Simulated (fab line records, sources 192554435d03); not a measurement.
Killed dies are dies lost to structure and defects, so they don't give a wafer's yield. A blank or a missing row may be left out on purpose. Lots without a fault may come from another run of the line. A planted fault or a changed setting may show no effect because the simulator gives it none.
fab line records | flow n5_finfet
record lots=6 wafers=18 last_day=18
route steps=1938 shown MOL_CONTACT_COAG@621 BEOL_M0_SAQP@632 BEOL_M4@1111 PASSIVATION@1936
lots that met no fault: from a run of the same line without faults
start_h: hours from the record's first day to the start of the lot's first wafer shown | wait_h: hours since the lot's step before | " the same as in the row above | L1.1+2: a row that stands for several wafers | - no value, or no start given | * or withheld: withheld | < > ~ a bound
route shown NAME@n: a module of which the file shows steps, and the number in the route of the first | usual: mean/standard deviation of fault-free wafers | same: alike in all rows | chamber/n: place in a boat | sites: the reading at each site | _std_site: their standard deviation | _edge_site: outer sites' mean less inner sites' | radius_mm: how far each site lies from the wafer's centre | mask NAME#n: copy n | behind: the tool/chamber that last shaped the wafer | hold: why the lot was held/for how many hours/how that ended | device: the transistor (n, p or np) that didn't switch | end of line: the same wafers' tests at the end of the route | a step without rows: its recipe alone | killed: dies lost to structure and defects at the first sort, not the wafer's yield | map: a wafer's dies, x killed, . not, _ none there
set.NAME: the setting as run; set.NAME@STEP: as run at that earlier step | model.NAME: the simulator's own value behind a step, which no gauge read
lots at some steps of the route; a table a step, a row a wafer
services: from which hour (start_h, from the record's first day; less than 0 if before it) a tool's chamber was out of use, for how many hours, and why
## steps
# step N5_MOL_CONTACT_COAG_SRD_139
# recipe dry=ipa_marangoni time_s=30 temp_c=23 rinse_liquid=diw
# step N5_MOL_CONTACT_COAG_CD_MEAS_101
# recipe target_cd_nm=16
# usual cd_nm=16.00/0.3
# columns lot.wafer tool chamber start_h wait_h cd_nm
L447.2 cd_sem-01 - 155.73 0.0 16.24
L447.3 " - " " 16.26
L447.6 " - " " 15.38
L446.3 cd_sem-02 - 158.32 0.0 15.64
L446.4 " - " " 15.88
L446.5 " - " " 15.55
L451.1 cd_sem-01 - 182.25 0.0 15.88
L451.2 " - " " 16.23
L451.5 " - " " 16.08
L453.1 cd_sem-02 - 193.64 0.0 16.28
L453.2 " - " " 16.16
L453.3 " - " " 16.03
L458.2 cd_sem-01 - 222.06 0.0 16.03
L458.3 " - " " 16.53
L458.5 " - " " 16.29
L461.2 cd_sem-03 - 239.35 0.0 16.14
L461.3 " - " " 16.29
L461.4 " - " " 15.94
# step N5_MOL_CONTACT_COAG_PRE_CLEAN_121
# recipe gas=H2/He time_s=* temp_c=withheld
# step N5_MOL_CONTACT_COAG_CVD_140
# recipe material=W target_thk_a=665 mode=selective_fill temp_c=300 time_s=215
# usual heater_power_w=445/41
# same time_s=215
# columns lot.wafer tool chamber start_h wait_h heater_power_w
L447.2 cvd_w-01 0 155.86 0.1 500
L447.3 " 0 " " 495
L447.6 " 1 " " 382
L446.3 cvd_w-02 1 158.53 0.1 424
L446.4 " 0 " " 470
L446.5 " 0 " " 464
L451.1 cvd_w-02 1 182.38 0.1 401
L451.2 " 0 " " 462
L451.5 " 1 " " 407
L453.1 cvd_w-01 1 193.77 0.1 383
L453.2 " 0 " " 492
L453.3 " 0 " " 500
L458.2 cvd_w-01 0 222.19 0.1 497
L458.3 " 0 " " 494
L458.5 " 1 " " 399
L461.2 cvd_w-02 0 239.48 0.1 478
L461.3 " 1 " " 422
L461.4 " 0 " " 471
# step N5_MOL_CONTACT_COAG_PRECLEAN_127
# recipe chemistry=DIW time_s=57.5 temp_c=23
# step N5_MOL_CONTACT_COAG_SRD_128
# recipe dry_time_s=32 dry=n2_spin spin_rpm=1500
# step N5_MOL_CONTACT_COAG_CMP_52
# recipe stop_on=SiO2 t_overpolish_s=1.5 post_cmp_clean=w_dilute_nh4oh down_force_psi=4 platen_rpm=50.289 pad_velocity_m_s=1.0006 target_thk_nm=66.5
# usual motor_current_A=11.6/1.6 overpolish_run_s=1.500/0.01 time_to_endpoint_s=14.2/2.1
# columns lot.wafer tool chamber start_h wait_h motor_current_A overpolish_run_s time_to_endpoint_s
L447.3 cmp-01 0 156.22 0.1 14.3 1.492 12.7
L447.2 " 1 " " 11.9 1.496 15.6
L447.6 " 3 " " 12.0 1.503 14.3
L446.3 cmp-03 3 158.77 0.0 12.5 1.495 13.0
L446.4 " 2 " " 10.5 1.515 13.2
L446.5 " 3 " " 12.1 1.512 11.5
L451.2 cmp-03 3 182.70 0.0 11.6 1.492 12.6
L451.1 " 0 " " 9.5 1.513 11.1
L451.5 " 3 " " 11.5 1.503 10.9
L453.2 cmp-01 0 194.09 0.0 15.1 1.488 11.8
L453.1 " 2 " " 12.9 1.515 17.6
L453.3 " 3 " " 12.2 1.498 15.1
L458.3 cmp-01 3 222.55 0.1 11.8 1.507 12.1
L458.2 " 1 " " 11.9 1.497 13.8
L458.5 " 3 " " 12.3 1.509 12.4
L461.2 cmp-01 1 239.84 0.1 12.2 1.502 13.9
L461.4 " 2 " " 12.8 1.492 16.7
L461.3 " 3 " " 12.0 1.488 11.0
# step N5_MOL_CONTACT_COAG_THK_MEAS_53
# recipe reads=SiO2_of_MOL_CONTACT_COAG_PECVD_31
# usual VIA_MOL_THK=43.8/0.6
# columns lot.wafer tool chamber start_h wait_h VIA_MOL_THK[nm]
L447.2 film_metro-01 - 156.47 - 43.2
L447.3 " - " " 43.8
L447.6 " - " " 44.4
L446.3 film_metro-02 - 159.07 - 43.6
L446.4 " - " " 43.6
L446.5 " - " " 44.0
L451.1 film_metro-01 - 183.00 - 43.1
L451.2 " - " " 43.3
L451.5 " - " " 43.9
L453.1 film_metro-01 - 194.39 - 44.5
L453.2 " - " " 43.8
L453.3 " - " " 43.2
L458.2 film_metro-02 - 222.81 - 43.4
L458.3 " - " " 43.8
L458.5 " - " " 44.6
L461.2 film_metro-01 - 240.10 - 43.0
L461.3 " - " " 44.2
L461.4 " - " " 44.4
# step N5_MOL_CONTACT_COAG_ANNEAL_112
# recipe temp_c=400 time_s=1800 ambient=HPD2 pressure_atm=10
# usual spike_tc_centre_C=401.1/1.1 spike_tc_upper_C=399.7/0.98 wafer_temp_C_max=402.0/0.42 zone_power_upper_pct=8.36/0.084
# same time_s=1800
# columns lot.wafer tool chamber start_h wait_h spike_tc_centre_C spike_tc_upper_C wafer_temp_C_max zone_power_upper_pct
L447.2 hp_anneal-01 0 156.50 0.0 400.0 399.3 402.0 8.28
L447.3 " 0 " " 400.2 399.6 401.8 8.32
L447.6 " 0 " " 401.7 400.6 402.2 8.37
L446.3 hp_anneal-01 0 159.50 0.4 401.1 399.6 401.2 8.48
L446.4 " 0 " " 400.9 399.2 402.3 8.41
L446.5 " 0 " " 403.0 400.6 401.1 8.42
L451.1 hp_anneal-01 0 183.02 0.0 400.5 399.8 401.8 8.41
L451.2 " 0 " " 400.1 399.7 401.7 8.49
L451.5 " 0 " " 400.6 400.1 402.0 8.24
L453.1 hp_anneal-01 0 194.41 0.0 400.5 398.6 401.5 8.27
L453.2 " 0 " " 401.5 399.6 401.4 8.43
L453.3 " 0 " " 401.4 401.1 401.7 8.42
L458.2 hp_anneal-01 0 222.83 0.0 401.4 399.9 401.6 8.42
L458.3 " 0 " " 402.7 399.7 401.3 8.28
L458.5 " 0 " " 401.9 399.1 402.0 8.34
L461.2 hp_anneal-01 0 240.12 0.0 400.0 397.7 401.7 8.35
L461.3 " 0 " " 400.2 400.4 402.1 8.54
L461.4 " 0 " " 399.2 398.4 402.0 8.17
# step N5_MOL_CONTACT_COAG_INSPECT_97
# recipe inspect_instrument=darkfield mode=post_anneal
# usual raw_defect_count=45/22
# columns lot.wafer tool chamber start_h wait_h raw_defect_count
L447.2 defect_inspect-02 - 159.56 0.1 24
L447.3 " - " " 18
L447.6 " - " " 20
L446.3 defect_inspect-02 - 162.58 0.1 36
L446.4 " - " " 43
L446.5 " - " " 27
L451.1 defect_inspect-02 - 186.05 0.0 39
L451.2 " - " " 42
L451.5 " - " " 42
L453.1 defect_inspect-01 - 197.44 0.0 37
L453.2 " - " " 62
L453.3 " - " " 78
L458.2 defect_inspect-01 - 225.88 0.0 77
L458.3 " - " " 64
L458.5 " - " " 63
L461.2 defect_inspect-02 - 243.18 0.1 44
L461.3 " - " " 53
L461.4 " - " " 49
# step N5_BEOL_M0_SAQP_PECVD_00
# recipe material=SiCN target_thk_a=80 temp_c=withheld precursor=3MS/NH3 pressure_torr=3 rf_w=202 time_s=14
# usual showerhead_plenum_p_Torr=3.669/0.014 throttle_valve_pct=8.9/0.36
# same time_s=14
# columns lot.wafer tool chamber start_h wait_h showerhead_plenum_p_Torr throttle_valve_pct
L447.2 pecvd-04 1 159.87 0.2 3.668 8.5
L447.3 " 2 " " 3.662 8.7
L447.6 " 2 " " 3.653 8.8
L446.3 pecvd-02 0 162.87 0.1 3.664 8.4
L446.4 " 1 " " 3.686 9.1
L446.5 " 0 " " 3.660 8.7
L451.1 pecvd-03 2 186.38 0.2 3.646 8.8
L451.2 " 1 " " 3.669 9.7
L451.5 " 0 " " 3.699 9.1
L453.1 pecvd-04 0 197.78 0.2 3.678 8.9
L453.2 " 2 " " 3.659 8.8
L453.3 " 1 " " 3.669 8.9
L458.2 pecvd-04 1 226.19 0.2 3.680 8.4
L458.3 " 2 " " 3.662 8.7
L458.5 " 1 " " 3.668 8.7
L461.2 pecvd-02 2 243.50 0.2 3.660 9.0
L461.3 " 0 " " 3.663 8.7
L461.4 " 2 " " 3.658 9.1
# step N5_BEOL_M0_SAQP_ILD_DEP_01
# recipe material=SiOC target_thk_a=454.19 temp_c=350 precursor=DEMS/O2 pressure_torr=5 rf_w=500 time_s=8.7
# usual chamber_pressure_Torr=5.001/0.011 heater_power_outer_w=261/54 heater_power_w=479/95 showerhead_plenum_p_Torr=5.697/0.017 throttle_valve_pct=11.7/0.48 time_s=8.7/0
# columns lot.wafer tool chamber start_h wait_h chamber_pressure_Torr heater_power_outer_w heater_power_w showerhead_plenum_p_Torr throttle_valve_pct time_s
L447.2 pecvd-04 1 159.90 0.0 5.005 199 403 5.708 11.3 8.7
L447.3 " 2 " " 4.995 295 499 5.671 11.3 8.7
L447.6 " 2 " " 4.990 294 486 5.686 11.1 8.7
L446.3 pecvd-02 0 162.90 0.0 5.011 262 433 5.688 11.2 8.7
L446.4 " 1 " " 5.002 315 618 5.698 12.1 8.7
L446.5 " 0 " " 4.997 259 436 5.689 11.4 8.7
L451.1 pecvd-03 2 186.40 0.0 - - - - - -
L451.2 " 1 " " - - - - - -
L451.5 " 0 " " - - - - - -
L453.1 pecvd-04 0 197.80 0.0 - - - - - -
L453.2 " 2 " " - - - - - -
L453.3 " 1 " " - - - - - -
L458.2 pecvd-04 1 226.21 0.0 4.986 228 419 5.710 11.2 8.7
L458.3 " 2 " " 4.993 247 438 5.704 11.3 8.7
L458.5 " 1 " " 4.990 224 423 5.704 11.2 8.7
L461.2 pecvd-02 2 243.53 0.0 5.003 267 504 5.688 12.0 8.7
L461.3 " 0 " " 5.008 254 412 5.693 10.9 8.7
L461.4 " 2 " " 4.991 269 499 5.684 11.9 8.7
# step N5_BEOL_M0_SAQP_HM_DEP_02
# recipe material=TiN target_thk_a=120 temp_c=25 chamber_pressure_pa=0.49996
# usual chamber_pressure_pa=0.4999/0.00098 substrate_temp_c=24.99/0.1 throttle_valve_pct=30.2/1.1
# columns lot.wafer tool chamber start_h wait_h chamber_pressure_pa substrate_temp_c throttle_valve_pct
L447.2 pvd_sputter-01 - 160.52 0.6 0.5003 25.00 29.5
L447.3 " - " " 0.5027 25.05 30.4
L447.6 " - " " 0.4996 24.81 30.3
L446.3 pvd_sputter-01 - 164.56 1.6 0.4998 24.98 29.9
L446.4 " - " " 0.5008 25.10 31.9
L446.5 " - " " 0.5012 25.10 29.9
L451.1 pvd_sputter-03 - 188.34 1.9 0.4998 24.95 31.1
L451.2 " - " " 0.4989 24.99 30.5
L451.5 " - " " 0.5001 25.01 30.0
L453.1 pvd_sputter-03 - 199.93 2.1 0.5015 24.90 31.3
L453.2 " - " " 0.5012 25.11 28.6
L453.3 " - " " 0.5003 24.98 30.0
L458.2 pvd_sputter-02 - 227.89 1.7 0.4995 24.88 29.7
L458.3 " - " " 0.4999 25.01 28.5
L458.5 " - " " 0.5007 24.90 29.9
L461.2 pvd_sputter-02 - 243.91 0.4 0.4997 25.12 31.8
L461.3 " - " " 0.4999 24.98 29.8
L461.4 " - " " 0.4999 25.15 28.1
# step N5_BEOL_M4_RC_MEAS_101
# usual DIBL_N=36.3/2 DIBL_P=36.3/2.4 IOFF_N=0.16/0.034 IOFF_P=0.21/0.035 ION_N=672/12 ION_P=459/6.5 SS_N=71.6/0.67 SS_P=73.3/0.71 VT_N=250/3.5 VT_P=-251/3
# columns lot.wafer tool chamber start_h wait_h DIBL_N[mV/V] DIBL_P[mV/V] IOFF_N[nA/um] IOFF_P[nA/um] ION_N[uA/um] ION_P[uA/um] SS_N[mV/dec] SS_P[mV/dec] VT_N[mV] VT_P[mV]
L447.2 prober-02 0 242.64 0.2 40.5 39.7 0.23 0.25 679 456 72.6 73.8 246 -248
L447.3 " 0 " " 39.3 38.1 0.19 0.21 682 453 72.3 73.6 247 -253
L447.6 " 0 " " 38.8 38.8 0.19 0.22 686 465 72.7 73.6 247 -251
L446.3 prober-02 0 254.00 0.3 35.8 35.0 0.13 0.22 651 452 71.9 73.3 253 -246
L446.4 " 0 " " 36.7 36.4 0.16 0.24 664 466 71.2 73.9 252 -246
L446.5 " 0 " " 36.9 36.1 0.16 0.24 669 463 72.0 73.8 250 -247
L458.2 prober-02 0 296.36 0.2 33.6 32.7 0.13 0.16 674 456 71.3 72.5 251 -253
L458.3 " 0 " " 35.7 35.4 0.17 0.19 684 458 71.8 72.8 247 -251
L458.5 " 0 " " 36.7 37.5 0.20 0.22 695 467 72.5 73.0 244 -249
L461.2 prober-01 0 326.54 0.2 38.5 39.2 0.23 0.26 693 467 72.8 73.9 242 -247
L461.3 " 0 " " 37.8 38.4 0.23 0.26 685 459 72.2 73.7 243 -247
L461.4 " 0 " " 38.6 39.4 0.23 0.26 686 460 71.8 74.3 244 -245
# step N5_PASSIVATION_PROBE_49
# usual defect_limited_yield=91.4/1.5 killed_at_M0_to_M3=33/11 killed_at_M4_up=14/5.3 killed_at_contacts=13/6.2 killed_at_front_end=39/13 killed_at_other=3.1/2.8 killed_dies=102/17 killed_on_rim=13/3.8 killed_open=68/13 killed_short=32/7.8 sort_bin_5_function=5.1/0.95 sort_bin_6_memory=3.2/0.7 sort_n_pass=1078/18 sort_yield_pct=91.3/1.5
# same gross_dies=1180 killed_at_back_side=0 sort_bin_4_leakage[%]=0 sort_bin_8_speed[%]=0
# columns lot.wafer tool chamber start_h wait_h defect_limited_yield[%] killed_at_M0_to_M3 killed_at_M4_up killed_at_contacts killed_at_front_end killed_at_other killed_dies killed_on_rim killed_open killed_short sort_bin_5_function[%] sort_bin_6_memory[%] sort_n_pass sort_yield_pct[%]
L447.2 prober-02 - 342.93 0.1 92.4 36 12 13 24 5 90 15 57 31 4.5 3.0 1090 92.4
L447.3 prober-02 - 342.98 0.1 92.0 45 4 3 35 7 94 13 60 34 5.2 2.4 1086 92.0
L447.6 prober-02 - 343.13 0.3 94.0 26 11 7 18 9 71 9 41 27 3.7 1.9 1109 94.0
L451.1 prober-01 - 373.06 0.0 0 1073 16 17 73 1 1180 152 81 41 95.6 4.0 0 0
L451.2 prober-01 - 373.11 0.1 0 1111 10 15 42 2 1180 152 54 35 96.6 2.9 0 0
L451.5 prober-01 - 373.26 0.2 0 1095 12 23 40 10 1180 152 77 38 96.0 3.4 0 0
L453.1 prober-02 - 388.63 0.0 0 1120 5 21 33 1 1180 152 60 25 96.4 3.4 0 0
L453.2 prober-02 - 388.68 0.1 0 1102 15 34 26 3 1180 152 68 43 95.3 4.2 0 0
L453.3 prober-02 - 388.73 0.1 0 1108 8 14 48 2 1180 152 71 42 95.8 3.5 0 0
# killed by level:class
L447.2 MOL_CONTACT_COAG:geometric_particle:open=11 BEOL_M0_SAQP:geometric_particle:open=8 BEOL_M2:geometric_particle:open=6 BEOL_M4:geometric_particle:open=6 STARTING-WAFER:geometric_particle:open=6 GATE_CUT:geometric_particle:short=5 STI_FIN_REVEAL:geometric_particle:open=4 BEOL_M0_SAQP:geometric_particle:short=4
L447.3 BEOL_M0_SAQP:geometric_particle:short=11 BEOL_M0_SAQP:geometric_particle:open=10 BEOL_M3:geometric_particle:open=9 STI_FIN_REVEAL:geometric_particle:open=7 BEOL_M2:geometric_particle:open=5 FIN_SAQP:geometric_particle:short=4 DUMMY_GATE:geometric_particle:open=4 BEOL_M3:geometric_particle:short=4
L447.6 BEOL_M3:geometric_particle:open=7 BEOL_M2:geometric_particle:open=7 BEOL_M0_SAQP:geometric_particle:short=6 BEOL_M5:geometric_particle:open=6 STI_FIN_REVEAL:geometric_particle:open=5 MOL_CONTACT_COAG:geometric_particle:open=5 PAD_METAL:geometric_particle:short=4 STARTING-WAFER:geometric_particle:short=4
L451.1 BEOL_M0_SAQP:area_dep=1058 STI_FIN_REVEAL:geometric_particle:open=28 MOL_CONTACT_COAG:geometric_particle:open=12 GATE_CUT:geometric_particle:short=10 GATE_CUT:geometric_particle:open=7 FIN_SAQP:geometric_particle:short=5 FIN_SAQP:geometric_particle:open=5 STI_FIN_REVEAL:geometric_particle:short=5
L451.2 BEOL_M0_SAQP:area_dep=1089 FIN_SAQP:geometric_particle:short=13 STI_FIN_REVEAL:geometric_particle:open=12 MOL_CONTACT_COAG:geometric_particle:open=9 BEOL_M4:geometric_particle:open=7 MOL_CONTACT_COAG:geometric_particle:short=6 BEOL_M2:geometric_particle:open=6 BEOL_M0_SAQP:geometric_particle:open=5
L451.5 BEOL_M0_SAQP:area_dep=1064 MOL_CONTACT_COAG:geometric_particle:open=15 STI_FIN_REVEAL:geometric_particle:open=11 BEOL_M2:geometric_particle:open=10 MOL_CONTACT_COAG:geometric_particle:short=8 BEOL_M3:geometric_particle:open=8 BEOL_M4:geometric_particle:open=8 GATE_CUT:geometric_particle:short=6
L453.1 BEOL_M0_SAQP:area_dep=1095 MOL_CONTACT_COAG:geometric_particle:open=15 FIN_SAQP:geometric_particle:open=8 GATE_CUT:geometric_particle:open=7 BEOL_M2:geometric_particle:open=7 GATE_CUT:geometric_particle:short=6 MOL_CONTACT_COAG:geometric_particle:short=6 BEOL_M0_SAQP:geometric_particle:short=6
L453.2 BEOL_M0_SAQP:area_dep=1065 MOL_CONTACT_COAG:geometric_particle:open=30 BEOL_M0_SAQP:geometric_particle:short=15 BEOL_M0_SAQP:geometric_particle:open=8 BEOL_M2:geometric_particle:open=8 BEOL_M4:geometric_particle:short=5 STI_FIN_REVEAL:geometric_particle:open=4 GATE_CUT:geometric_particle:short=4
L453.3 BEOL_M0_SAQP:area_dep=1061 BEOL_M0_SAQP:geometric_particle:short=12 GATE_CUT:geometric_particle:short=10 MOL_CONTACT_COAG:geometric_particle:open=10 BEOL_M2:geometric_particle:open=10 GATE_CUT:geometric_particle:open=9 BEOL_M1:geometric_particle:open=9 FIN_SAQP:geometric_particle:open=8
# map L451.1 (x killed, . not)
_________________xxxxxxxxxxxx________________
______________xxxxxxxxxxxxxxxxxx_____________
___________xxxxxxxxxxxxxxxxxxxxxxxx__________
__________xxxxxxxxxxxxxxxxxxxxxxxxxx_________
________xxxxxxxxxxxxxxxxxxxxxxxxxxxxxx_______
_______xxxxxxxxxxxxxxxxxxxxxxxxxxxxxxxx______
______xxxxxxxxxxxxxxxxxxxxxxxxxxxxxxxxxx_____
_____xxxxxxxxxxxxxxxxxxxxxxxxxxxxxxxxxxxx____
____xxxxxxxxxxxxxxxxxxxxxxxxxxxxxxxxxxxxxx___
___xxxxxxxxxxxxxxxxxxxxxxxxxxxxxxxxxxxxxxxx__
___xxxxxxxxxxxxxxxxxxxxxxxxxxxxxxxxxxxxxxxx__
__xxxxxxxxxxxxxxxxxxxxxxxxxxxxxxxxxxxxxxxxxx_
__xxxxxxxxxxxxxxxxxxxxxxxxxxxxxxxxxxxxxxxxxx_
_xxxxxxxxxxxxxxxxxxxxxxxxxxxxxxxxxxxxxxxxxxxx
_xxxxxxxxxxxxxxxxxxxxxxxxxxxxxxxxxxxxxxxxxxxx
_xxxxxxxxxxxxxxxxxxxxxxxxxxxxxxxxxxxxxxxxxxxx
_xxxxxxxxxxxxxxxxxxxxxxxxxxxxxxxxxxxxxxxxxxxx
_xxxxxxxxxxxxxxxxxxxxxxxxxxxxxxxxxxxxxxxxxxxx
_xxxxxxxxxxxxxxxxxxxxxxxxxxxxxxxxxxxxxxxxxxxx
_xxxxxxxxxxxxxxxxxxxxxxxxxxxxxxxxxxxxxxxxxxxx
_xxxxxxxxxxxxxxxxxxxxxxxxxxxxxxxxxxxxxxxxxxxx
__xxxxxxxxxxxxxxxxxxxxxxxxxxxxxxxxxxxxxxxxxx_
__xxxxxxxxxxxxxxxxxxxxxxxxxxxxxxxxxxxxxxxxxx_
___xxxxxxxxxxxxxxxxxxxxxxxxxxxxxxxxxxxxxxxx__
___xxxxxxxxxxxxxxxxxxxxxxxxxxxxxxxxxxxxxxxx__
____xxxxxxxxxxxxxxxxxxxxxxxxxxxxxxxxxxxxxx___
_____xxxxxxxxxxxxxxxxxxxxxxxxxxxxxxxxxxxx____
______xxxxxxxxxxxxxxxxxxxxxxxxxxxxxxxxxx_____
_______xxxxxxxxxxxxxxxxxxxxxxxxxxxxxxxx______
________xxxxxxxxxxxxxxxxxxxxxxxxxxxxxx_______
__________xxxxxxxxxxxxxxxxxxxxxxxxxx_________
___________xxxxxxxxxxxxxxxxxxxxxxxx__________
______________xxxxxxxxxxxxxxxxxx_____________
_________________xxxxxxxxxxxx________________
# map L453.1 (x killed, . not)
_________________xxxxxxxxxxxx________________
______________xxxxxxxxxxxxxxxxxx_____________
___________xxxxxxxxxxxxxxxxxxxxxxxx__________
__________xxxxxxxxxxxxxxxxxxxxxxxxxx_________
________xxxxxxxxxxxxxxxxxxxxxxxxxxxxxx_______
_______xxxxxxxxxxxxxxxxxxxxxxxxxxxxxxxx______
______xxxxxxxxxxxxxxxxxxxxxxxxxxxxxxxxxx_____
_____xxxxxxxxxxxxxxxxxxxxxxxxxxxxxxxxxxxx____
____xxxxxxxxxxxxxxxxxxxxxxxxxxxxxxxxxxxxxx___
___xxxxxxxxxxxxxxxxxxxxxxxxxxxxxxxxxxxxxxxx__
___xxxxxxxxxxxxxxxxxxxxxxxxxxxxxxxxxxxxxxxx__
__xxxxxxxxxxxxxxxxxxxxxxxxxxxxxxxxxxxxxxxxxx_
__xxxxxxxxxxxxxxxxxxxxxxxxxxxxxxxxxxxxxxxxxx_
_xxxxxxxxxxxxxxxxxxxxxxxxxxxxxxxxxxxxxxxxxxxx
_xxxxxxxxxxxxxxxxxxxxxxxxxxxxxxxxxxxxxxxxxxxx
_xxxxxxxxxxxxxxxxxxxxxxxxxxxxxxxxxxxxxxxxxxxx
_xxxxxxxxxxxxxxxxxxxxxxxxxxxxxxxxxxxxxxxxxxxx
_xxxxxxxxxxxxxxxxxxxxxxxxxxxxxxxxxxxxxxxxxxxx
_xxxxxxxxxxxxxxxxxxxxxxxxxxxxxxxxxxxxxxxxxxxx
_xxxxxxxxxxxxxxxxxxxxxxxxxxxxxxxxxxxxxxxxxxxx
_xxxxxxxxxxxxxxxxxxxxxxxxxxxxxxxxxxxxxxxxxxxx
__xxxxxxxxxxxxxxxxxxxxxxxxxxxxxxxxxxxxxxxxxx_
__xxxxxxxxxxxxxxxxxxxxxxxxxxxxxxxxxxxxxxxxxx_
___xxxxxxxxxxxxxxxxxxxxxxxxxxxxxxxxxxxxxxxx__
___xxxxxxxxxxxxxxxxxxxxxxxxxxxxxxxxxxxxxxxx__
____xxxxxxxxxxxxxxxxxxxxxxxxxxxxxxxxxxxxxx___
_____xxxxxxxxxxxxxxxxxxxxxxxxxxxxxxxxxxxx____
______xxxxxxxxxxxxxxxxxxxxxxxxxxxxxxxxxx_____
_______xxxxxxxxxxxxxxxxxxxxxxxxxxxxxxxx______
________xxxxxxxxxxxxxxxxxxxxxxxxxxxxxx_______
__________xxxxxxxxxxxxxxxxxxxxxxxxxx_________
___________xxxxxxxxxxxxxxxxxxxxxxxx__________
______________xxxxxxxxxxxxxxxxxx_____________
_________________xxxxxxxxxxxx________________
## services
# columns tool chamber start_h hours kind
pecvd-03 2 134.90 2.1 scheduled_down
cmp-01 - 146.36 4.0 pm
cmp-03 - 147.29 3.1 repair
cmp-01 - 150.36 - consumable_replace:conditioner
cmp-01 - 150.36 - consumable_replace:pad
cvd_w-02 1 151.13 1.6 repair
pecvd-04 - 172.67 5.6 repair
cmp-01 - 173.90 7.2 repair
cmp-03 - 184.75 1.7 repair
cmp-01 - 187.32 1.9 repair
cmp-03 - 191.84 4.0 pm
cvd_w-01 - 192.54 0.2 repair
pvd_sputter-02 - 197.53 7.5 repair
cmp-03 - 205.24 4.4 pm
cvd_w-01 - 206.26 14.6 pm
cmp-01 - 213.33 1.3 repair
pecvd-03 0 222.15 4.3 repair
cvd_w-01 - 232.75 6.9 pm
cmp-01 - 243.11 5.2 pm
## key
first_sign step=N5_BEOL_M0_SAQP_ILD_DEP_01 reading=tool_record direction=missing
effect step=N5_PASSIVATION_PROBE_49 reading=killed_at_M0_to_M3 direction=up sigmas=98 usual=33 struck=1102
more_kills_born_at N5_BEOL_M0_SAQP_ILD_DEP_01@pecvd-04=3218 N5_BEOL_M0_SAQP_ILD_DEP_01@pecvd-03=3211
met_at N5_BEOL_M0_SAQP_ILD_DEP_01
struck_wafers L451.1,L451.2,L451.5,L453.1,L453.2,L453.3
later_rows_left_out L451.1,L451.2,L451.5,L453.1,L453.2,L453.3
onset_between 159.90 186.40
earlier_fault kind=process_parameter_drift tool=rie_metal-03 chamber=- onset_h=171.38 steps=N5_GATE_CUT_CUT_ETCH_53 channel=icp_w offset=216 shape=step acts_in=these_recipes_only stated=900
fault kind=skipped_step_whole tool=pecvd-03,pecvd-04 chamber=- onset_h=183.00 steps=N5_BEOL_M0_SAQP_ILD_DEP_01 scope=struck_lots_only
# later_rows_left_out: the simulator's readings of these wafers behind a module that went badly wrong aren't trusted and aren't shown, but for the sort
